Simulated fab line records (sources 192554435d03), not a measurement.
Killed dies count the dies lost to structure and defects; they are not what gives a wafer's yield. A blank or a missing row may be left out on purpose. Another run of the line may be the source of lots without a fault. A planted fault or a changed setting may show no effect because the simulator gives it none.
Matching of chambers + flow n5_finfet + rie_diel-04 running N5_BEOL_M0_SAQP_SPACER1_ETCHBACK_99: 4 sister chambers
The step etches SiO2 in CHF3/O2, target depth 15.4 nm, time 7.7 s. 22 wafers are shown with their chamber, then 11 later ones without.

WAFERS PAIRED WITH THEIR CHAMBERS
| wafer  | chamber | showerhead_plenum_p_Torr (Torr) | rf_vpp_V (V) | drypump_motor_current_A (A) |
|--------|---------|---------------------------------|--------------|-----------------------------|
| L076.2 | 0       | 2.31                            | 506          | 5.1                         |
| L076.4 | 1       | 2.45                            | 512          | 5.2                         |
| L076.6 | 2       | 2.40                            | 517          | 6.1                         |
| L075.2 | 3       | 2.55                            | 536          | 5.9                         |
| L075.3 | 0       | 2.31                            | 507          | 5.1                         |
| L075.4 | 2       | 2.40                            | 518          | 6.1                         |
| L079.1 | 0       | 2.30                            | 506          | 5.2                         |
| L079.4 | 1       | 2.45                            | 514          | 5.2                         |
| L079.6 | 0       | 2.30                            | 507          | 5.1                         |
| L083.2 | 2       | 2.39                            | 518          | 6.1                         |
| L083.4 | 1       | 2.45                            | 514          | 5.2                         |
| L083.5 | 0       | 2.30                            | 507          | 5.1                         |
| L084.2 | 0       | 2.30                            | 506          | 5.1                         |
| L084.4 | 3       | 2.55                            | 536          | 5.9                         |
| L084.5 | 1       | 2.45                            | 514          | 5.2                         |
| L085.2 | 0       | 2.30                            | 507          | 5.2                         |
| L085.4 | 3       | 2.55                            | 536          | 5.9                         |
| L085.6 | 3       | 2.55                            | 536          | 5.9                         |
| L086.4 | 2       | 2.39                            | 518          | 6.1                         |
| L086.5 | 3       | 2.55                            | 536          | 5.9                         |
| L086.6 | 2       | 2.39                            | 518          | 6.1                         |
| L092.1 | 1       | 2.44                            | 511          | 5.3                         |

SIGNATURES (means of the wafers above)
| reading                  | chamber 0 | chamber 1 | chamber 2 | chamber 3 | scatter within a chamber |
|--------------------------|-----------|-----------|-----------|-----------|--------------------------|
| showerhead_plenum_p_Torr | 2.3029    | 2.4480    | 2.3940    | 2.5500    | 0.00436                  |
| rf_vpp_V                 | 506.57    | 513.00    | 517.80    | 536.00    | 0.764                    |
| drypump_motor_current_A  | 5.129     | 5.220     | 6.100     | 5.900     | 0.0352                   |
Rule: a wafer lies at a distance from a chamber equal to the root of the sum of squares, over the readings, of (its reading less the chamber's mean, divided by the reading's scatter). If the next closest chamber is less than 2 further off than the closest, the wafer can't be placed; otherwise it belongs to the closest. How the scatter is found: for the shown wafers, subtract from each reading the mean of its chamber, square and add these, divide the total by (wafers less chambers), then take the root.

WAFERS MISSING THEIR CHAMBER
| wafer  | showerhead_plenum_p_Torr (Torr) | rf_vpp_V (V) | drypump_motor_current_A (A) |
|--------|---------------------------------|--------------|-----------------------------|
| L092.3 | 2.54                            | 535          | 5.9                         |
| L092.6 | 2.38                            | 518          | 6.1                         |
| L093.1 | 2.44                            | 512          | 5.2                         |
| L093.3 | 2.38                            | 516          | 6.1                         |
| L093.5 | 2.38                            | 518          | 6.1                         |
| L095.3 | 2.54                            | 535          | 5.9                         |
| L095.5 | 2.29                            | 506          | 5.1                         |
| L095.6 | 2.44                            | 514          | 5.2                         |
| L096.1 | 2.29                            | 507          | 5.2                         |
| L096.3 | 2.54                            | 535          | 5.9                         |
| L096.5 | 2.44                            | 513          | 5.2                         |

CHAMBER TAKEN BY EACH
| wafer  | from the rows above | in truth |
|--------|---------------------|----------|
| L092.3 | 3                   | 3        |
| L092.6 | 2                   | 2        |
| L093.1 | 1                   | 1        |
| L093.3 | 2                   | 2        |
| L093.5 | 2                   | 2        |
| L095.3 | 3                   | 3        |
| L095.5 | 0                   | 0        |
| L095.6 | 1                   | 1        |
| L096.1 | 0                   | 0        |
| L096.3 | 3                   | 3        |
| L096.5 | 1                   | 1        |
Placed correctly: 11 of 11. Number that these rows cannot place: 0. 0 placed wrongly.
